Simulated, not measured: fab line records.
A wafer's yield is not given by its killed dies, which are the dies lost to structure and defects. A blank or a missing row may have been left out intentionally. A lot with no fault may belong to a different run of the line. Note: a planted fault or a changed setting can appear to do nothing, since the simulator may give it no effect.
Which tool did it?	flow nandHarc	24 lots, 72 wafers sampled, at 4 steps of a route of 1302

WHAT THE GAUGES SHOWED, per wafer
NHARC_A_DECK1_JOINT_THK_MEAS_14: measures by ellipsometry.
lot	measured	on	thkNm (nm)
L074	day 12 04:17	filmMetro-01	48.7 52.3 48.7
L075	day 12 04:17	filmMetro-02	52.3 54.4 51.5
L076	day 12 10:40	filmMetro-01	50.8 50.6 50.6
L077	day 12 10:40	filmMetro-02	51.0 51.7 50.1
L078	day 13 05:58	filmMetro-01	51.2 50.8 50.6
L079	day 13 05:58	filmMetro-02	51.9 51.1 50.6
L080	day 14 01:52	filmMetro-01	53.9 51.2 50.2
L081	day 14 01:52	filmMetro-02	51.7 51.7 52.0
L082	day 14 20:49	filmMetro-02	49.3 51.4 49.1
L083	day 15 12:19	filmMetro-01	50.9 49.3 48.8
L084	day 15 17:10	filmMetro-01	52.0 49.2 48.3
L085	day 16 02:46	filmMetro-02	48.0 50.9 50.6
L086	day 16 02:46	filmMetro-01	50.5 49.7 50.2
L087	day 16 13:37	filmMetro-01	50.1 49.4 50.1
L089	day 17 21:18	filmMetro-02	47.7 51.2 50.2
L088	day 17 21:18	filmMetro-01	50.9 52.1 51.6
L090	day 18 09:10	filmMetro-01	50.8 49.6 51.8
L091	day 18 16:50	filmMetro-01	50.6 49.5 48.5
L092	day 18 16:49	filmMetro-02	51.3 51.1 54.9
L093	day 19 05:11	filmMetro-02	54.6 49.4 50.8
L094	day 19 21:54	filmMetro-01	50.4 51.6 47.9
L095	day 20 12:06	filmMetro-01	51.3 50.8 50.8
L096	day 20 21:23	filmMetro-01	52.2 49.6 53.0
L097	day 20 12:06	filmMetro-02	53.0 53.4 54.4

NHARC_A_ONON_D2_THK_MEAS_11: measures by ellipsometry.
lot	measured	on	thkNm (nm)
L074	day 13 03:41	filmMetro-02	988 987 988
L075	day 13 03:41	filmMetro-02	1004 1002 1002
L076	day 13 09:31	filmMetro-01	1018 1019 1018
L077	day 13 09:30	filmMetro-02	1004 1004 1005
L078	day 14 10:41	filmMetro-02	1002 1000 1001
L079	day 14 10:52	filmMetro-01	1020 1019 1018
L080	day 15 04:59	filmMetro-01	1011 1014 1014
L081	day 15 04:58	filmMetro-02	1009 1011 1011
L082	day 15 23:20	filmMetro-02	1014 1016 1012
L083	day 16 16:47	filmMetro-01	1010 1013 1011
L084	day 16 19:15	filmMetro-01	994 994 995
L085	day 17 04:16	filmMetro-02	992 993 994
L086	day 17 04:23	filmMetro-02	1007 1007 1006
L087	day 17 18:42	filmMetro-01	990 992 990
L089	day 18 20:13	filmMetro-01	1011 1010 1010
L088	day 18 20:08	filmMetro-02	1004 1004 1004
L090	day 19 17:43	filmMetro-01	999 1002 1001
L091	day 19 22:14	filmMetro-01	998 997 1000
L092	day 19 22:25	filmMetro-01	1003 1001 1001
L093	day 20 16:14	filmMetro-02	995 994 995
L094	day 21 01:58	filmMetro-01	1011 1012 1012
L095	day 21 19:04	filmMetro-02	1011 1010 1010
L096	day 22 01:04	filmMetro-01	983 983 984
L097	day 21 19:12	filmMetro-02	992 993 991

EACH LOT AND THE TOOL THAT RAN IT (in order: tool; ch and the chambers of the sampled wafers; start)
lot	NHARC_P_BONDPAD_ETCH_37	NHARC_A_CHANNEL_HOLE_D1_DEP_00
L074	rieDiel-08 ch 0,1,3, day 6 15:22	aclDep-02 ch 0, day 8 11:45
L075	rieDiel-12 ch 1,2,3, day 7 04:43	aclDep-02 ch 0, day 8 21:40
L076	rieDiel-08 ch 0,1,3, day 7 08:34	aclDep-01 ch 0, day 9 07:20
L077	rieDiel-12 ch 0,3, day 7 19:55	aclDep-02 ch 0, day 9 13:11
L078	rieDiel-08 ch 0,1, day 8 11:28	aclDep-03 ch 0, day 10 05:28
L079	rieDiel-13 ch 0,3, day 8 14:23	aclDep-01 ch 0, day 10 05:25
L080	rieDiel-13 ch 0,1, day 9 10:11	aclDep-01 ch 0, day 11 08:03
L081	rieDiel-12 ch 1,2,3, day 9 10:22	aclDep-03 ch 0, day 11 06:05
L082	rieDiel-13 ch 0,2,3, day 10 04:51	aclDep-02 ch 0, day 11 22:11
L083	rieDiel-12 ch 0,1,3, day 10 12:29	aclDep-01 ch 0, day 12 11:10
L084	rieDiel-08 ch 1,2,3, day 11 01:25	aclDep-01 ch 0, day 12 19:11
L085	rieDiel-12 ch 0,1,3, day 11 06:55	aclDep-01 ch 0, day 13 01:50
L086	rieDiel-13 ch 0,3, day 11 07:50	aclDep-02 ch 0, day 13 03:10
L087	rieDiel-08 ch 0,1,2, day 11 22:41	aclDep-01 ch 0, day 13 13:32
L089	rieDiel-13 ch 2,3, day 12 23:38	aclDep-03 ch 0, day 14 21:31
L088	rieDiel-13 ch 0,2,3, day 13 00:36	aclDep-01 ch 0, day 14 19:28
L090	rieDiel-13 ch 1,3, day 13 13:55	aclDep-03 ch 0, day 15 11:20
L091	rieDiel-08 ch 0,1,2, day 14 01:31	aclDep-01 ch 0, day 15 19:51
L092	rieDiel-08 ch 0,2,3, day 14 02:22	aclDep-02 ch 0, day 15 19:44
L093	rieDiel-13 ch 0,1,2, day 14 12:59	aclDep-03 ch 0, day 16 03:36
L094	rieDiel-13 ch 0,1, day 14 18:08	aclDep-02 ch 0, day 16 18:52
L095	rieDiel-12 ch 1,2, day 15 06:45	aclDep-03 ch 0, day 17 06:37
L096	rieDiel-08 ch 0,1,2, day 15 22:00	aclDep-01 ch 0, day 17 19:02
L097	rieDiel-08 ch 1,2, day 16 00:40	aclDep-03 ch 0, day 17 18:10
- NHARC_P_BONDPAD_ETCH_37: etches the open film in N2/H2, target depth 60 nm, overetch 18 nm, time 65.91 s.
- NHARC_A_CHANNEL_HOLE_D1_DEP_00: deposits aC, target thk 3100 nm.

AS READ BY THE TOOLS THEMSELVES (means over the sampled wafers that have a number; for cases with no such wafer, the mark the record gives instead)
NHARC_P_BONDPAD_ETCH_37.
lot	tool	drypumpMotorCurrentA (A)	oesProductAu (a.u.)	rfFwdPowerW (W)	rfVppV (V)	showerheadPlenumPTorr (Torr)	throttleValvePct (%)
L074	rieDiel-08	5.4	0.994	395.5	430.9	2.04	14.172
L075	rieDiel-12	6.1	0.995	396.4	431.9	2.05	14.174
L076	rieDiel-08	5.4	0.997	396.0	430.4	2.04	14.165
L077	rieDiel-12	6.1	0.996	397.4	434.1	2.17	14.168
L078	rieDiel-08	5.5	1.005	396.3	428.3	1.96	14.172
L079	rieDiel-13	6.4	0.993	397.3	428.9	1.99	14.175
L080	rieDiel-13	6.2	0.997	397.5	429.5	1.99	14.160
L081	rieDiel-12	6.1	0.998	397.2	431.0	2.05	14.180
L082	rieDiel-13	6.0	0.990	398.2	429.3	1.99	14.163
L083	rieDiel-12	6.1	0.999	397.1	433.3	2.14	14.167
L084	rieDiel-08	5.2	1.003	396.8	431.9	2.07	14.168
L085	rieDiel-12	6.1	0.992	397.6	432.9	2.14	14.176
L086	rieDiel-13	6.4	0.990	396.4	429.4	1.99	14.174
L087	rieDiel-08	5.3	1.011	397.1	429.9	1.99	14.172
L089	rieDiel-13	5.7	0.982	396.1	430.1	2.05	14.171
L088	rieDiel-13	6.0	0.995	397.0	428.8	1.99	14.172
L090	rieDiel-13	5.6	0.997	397.3	432.4	2.11	14.165
L091	rieDiel-08	5.3	1.007	396.0	429.7	1.99	14.177
L092	rieDiel-08	5.4	1.005	395.6	431.4	2.07	14.170
L093	rieDiel-13	5.8	0.997	397.7	429.4	1.99	14.162
L094	rieDiel-13	5.9	0.988	397.0	430.6	2.05	14.169
L095	rieDiel-12	5.9	1.009	396.9	428.3	1.96	14.175
L096	rieDiel-08	5.3	1.011	397.0	429.8	1.99	14.175
L097	rieDiel-08	5.1	1.002	397.8	430.2	2.03	14.173

NHARC_A_CHANNEL_HOLE_D1_DEP_00.
lot	tool	throttleValvePct (%)
L074	aclDep-02	35.006
L075	aclDep-02	35.005
L076	aclDep-01	35.000
L077	aclDep-02	34.999
L078	aclDep-03	34.993
L079	aclDep-01	35.003
L080	aclDep-01	35.004
L081	aclDep-03	34.996
L082	aclDep-02	34.996
L083	aclDep-01	35.007
L084	aclDep-01	34.999
L085	aclDep-01	34.991
L086	aclDep-02	35.005
L087	aclDep-01	34.991
L089	aclDep-03	34.995
L088	aclDep-01	35.004
L090	aclDep-03	35.001
L091	aclDep-01	35.000
L092	aclDep-02	35.001
L093	aclDep-03	34.989
L094	aclDep-02	34.996
L095	aclDep-03	35.001
L096	aclDep-01	35.006
L097	aclDep-03	34.999

THE ANSWER, worked out from the rows above alone
Rule: the lots themselves supply what counts as usual. The widest of any qualifying gaps counts: lots, ordered by their means at a reading, are off when they make up no more than a third of the lots, leave a main group of 4 or more, and stand apart from it by 3 or more times the standard deviation of that group's means. Not used: any main group whose means are identical at the precision the tables above print for the reading. Also off: a lot with no number at a reading for which 4 or more lots have one. All remaining lots with rows at the step are treated as sound. First the gauges in route order, then the tools' own readings, where a lot's mean is used as printed above. At the first step where some lot is off, the reading lying furthest off is the one used; lots without a number count as furthest.
No lot is off on any of the readings shown, so nothing can be concluded from this.

WHAT THE SIMULATOR PUT IN
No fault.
